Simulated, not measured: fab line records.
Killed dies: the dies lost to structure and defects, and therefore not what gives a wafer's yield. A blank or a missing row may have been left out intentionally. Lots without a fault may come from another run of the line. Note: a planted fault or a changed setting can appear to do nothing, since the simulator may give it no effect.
Which tool was responsible? -- flow nand_harc -- 13 lots with 39 wafers sampled at 2 steps, on a route of 1302 steps

## WHAT THE GAUGES SHOWED, per wafer
NHARC_P_STI_CD_MEAS_09: the cd target is 200 nm.
lot,measured,on,cd_nm (nm)
L997,day 2 20:28,cd_sem-02,200.8 202.3 202.3
L999,day 3 18:13,cd_sem-01,198.0 202.3 199.0
L100,day 4 02:50,cd_sem-02,196.5 197.9 202.1
L107,day 6 22:53,cd_sem-02,199.6 202.0 199.3
L108,day 7 08:26,cd_sem-02,201.8 202.7 200.9
L109,day 7 20:19,cd_sem-02,199.3 202.6 201.7
L113,day 9 10:13,cd_sem-02,199.7 200.3 198.2
L114,day 9 21:53,cd_sem-02,201.6 199.8 202.2
L115,day 10 07:13,cd_sem-03,203.2 200.4 200.8
L116,day 10 20:23,cd_sem-03,202.0 200.9 202.8
L117,day 11 02:22,cd_sem-01,198.6 200.0 200.3
L118,day 11 16:31,cd_sem-02,205.1 201.1 199.1
L120,day 12 08:22,cd_sem-01,200.1 198.9 197.2

## WHAT TOOL EACH LOT RAN ON (gives the tool, then ch and the chambers of the sampled wafers, and finally the start)
lot,NHARC_P_ZERO_WELL_RTA_42
L997,"rtp_anneal-01 ch 0, day 2 03:22"
L999,"rtp_anneal-01 ch 0, day 2 23:01"
L100,"rtp_anneal-02 ch 0, day 3 09:08"
L107,"rtp_anneal-01 ch 0, day 6 06:38"
L108,"rtp_anneal-02 ch 0, day 6 16:55"
L109,"rtp_anneal-01 ch 0, day 7 02:47"
L113,"rtp_anneal-02 ch 0, day 8 19:07"
L114,"rtp_anneal-01 ch 0, day 9 05:18"
L115,"rtp_anneal-01 ch 0, day 9 15:13"
L116,"rtp_anneal-01 ch 0, day 10 04:44"
L117,"rtp_anneal-02 ch 0, day 10 11:08"
L118,"rtp_anneal-02 ch 0, day 11 01:09"
L120,"rtp_anneal-01 ch 0, day 11 16:55"
- NHARC_P_ZERO_WELL_RTA_42: time 300 s.

## AS READ BY THE TOOLS THEMSELVES (means over the sampled wafers that have a number; for cases with no such wafer, the mark the record gives instead)
NHARC_P_ZERO_WELL_RTA_42.
lot,tool,anneal_temp_c_max,lamp_power_pct (%),lamp_zone_6_pct (%),lamp_zone_7_pct (%),wafer_temp_C_max
L997,rtp_anneal-01,1105.0,32,32,32,1105.2
L999,rtp_anneal-01,1104.4,32,32,32,1103.8
L100,rtp_anneal-02,1105.6,39,39,39,1103.0
L107,rtp_anneal-01,1104.8,32,32,32,1104.6
L108,rtp_anneal-02,1107.4,39,39,39,1103.4
L109,rtp_anneal-01,1103.8,32,32,32,1105.1
L113,rtp_anneal-02,1105.5,39,39,39,1104.5
L114,rtp_anneal-01,1104.3,32,32,32,1104.4
L115,rtp_anneal-01,1105.1,32,32,32,1104.3
L116,rtp_anneal-01,1104.5,32,32,32,1104.7
L117,rtp_anneal-02,1105.7,39,39,39,1104.2
L118,rtp_anneal-02,1106.2,39,39,39,1104.5
L120,rtp_anneal-01,1104.9,32,32,32,1104.3

## THE ANSWER, worked out from the rows above alone
Rule: usual is defined by the lots themselves. The widest of any qualifying gaps counts: lots, ordered by their means at a reading, are off when they make up no more than a third of the lots, leave a main group of 4 or more, and stand apart from it by 3 or more times the standard deviation of that group's means. The tables above print the reading to a certain number of digits; a main group whose means all agree to those digits is not used. Also off: a lot with no number at a reading for which 4 or more lots have one. Any other lot the step has rows for is counted as sound. After the gauges, taken in route order, come the tools' own readings; for these a lot's mean is taken, as printed above. At the first step where some lot is off, the reading lying furthest off is the one used; lots without a number count as furthest.
No lot is off at any reading shown: from this, nothing can be told.

## WHAT THE SIMULATOR HAD PUT IN
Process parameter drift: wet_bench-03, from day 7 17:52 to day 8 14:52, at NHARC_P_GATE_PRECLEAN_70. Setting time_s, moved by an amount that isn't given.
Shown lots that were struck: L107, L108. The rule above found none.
